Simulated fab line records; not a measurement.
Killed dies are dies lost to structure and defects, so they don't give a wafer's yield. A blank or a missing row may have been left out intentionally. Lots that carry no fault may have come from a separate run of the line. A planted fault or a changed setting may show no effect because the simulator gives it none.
Matching of chambers / flow nand harc / 4 sister chambers for NHARC_P_M2_ETCH_35 on rie diel-12
The step etches the open film in N2/H2, target depth 40 nm, overetch 12 nm, time 43.94 s. 4 wafers are shown with their chamber, then 7 later ones without.

## WAFERS PAIRED WITH THEIR CHAMBERS
wafer=L651.2; chamber=1; showerhead plenum p Torr (Torr)=2.18
wafer=L651.4; chamber=3; showerhead plenum p Torr (Torr)=2.15
wafer=L652.1; chamber=0; showerhead plenum p Torr (Torr)=2.11
wafer=L652.5; chamber=2; showerhead plenum p Torr (Torr)=1.97

## WAFERS MISSING THEIR CHAMBER
wafer=L652.6; showerhead plenum p Torr (Torr)=2.18
wafer=L653.1; showerhead plenum p Torr (Torr)=2.11
wafer=L653.2; showerhead plenum p Torr (Torr)=1.97
wafer=L653.5; showerhead plenum p Torr (Torr)=2.18
wafer=L655.1; showerhead plenum p Torr (Torr)=2.15
wafer=L655.2; showerhead plenum p Torr (Torr)=2.18
wafer=L655.5; showerhead plenum p Torr (Torr)=2.17

## WHICH CHAMBER EACH ONE RAN IN
wafer=L652.6; from the rows above=1; in truth=1
wafer=L653.1; from the rows above=0; in truth=0
wafer=L653.2; from the rows above=2; in truth=2
wafer=L653.5; from the rows above=1; in truth=1
wafer=L655.1; from the rows above=3; in truth=3
wafer=L655.2; from the rows above=1; in truth=1
wafer=L655.5; from the rows above=1; in truth=1
7 of 7 placed correctly. Left unplaced by these rows: 0. Wrongly placed: 0.
How it was worked out, from the rows above alone: a wafer's distance from a chamber is the root of the sum, over the readings, of the square of ((its reading less the chamber's mean) divided by the reading's scatter). If the next closest chamber is less than 2 further off than the closest, the wafer can't be placed; otherwise it belongs to the closest. Each chamber's mean is taken over the wafers shown for it. The scatter: with one shown wafer a chamber, the root of the mean of the squares of how far each hidden wafer lies from its nearest shown one.
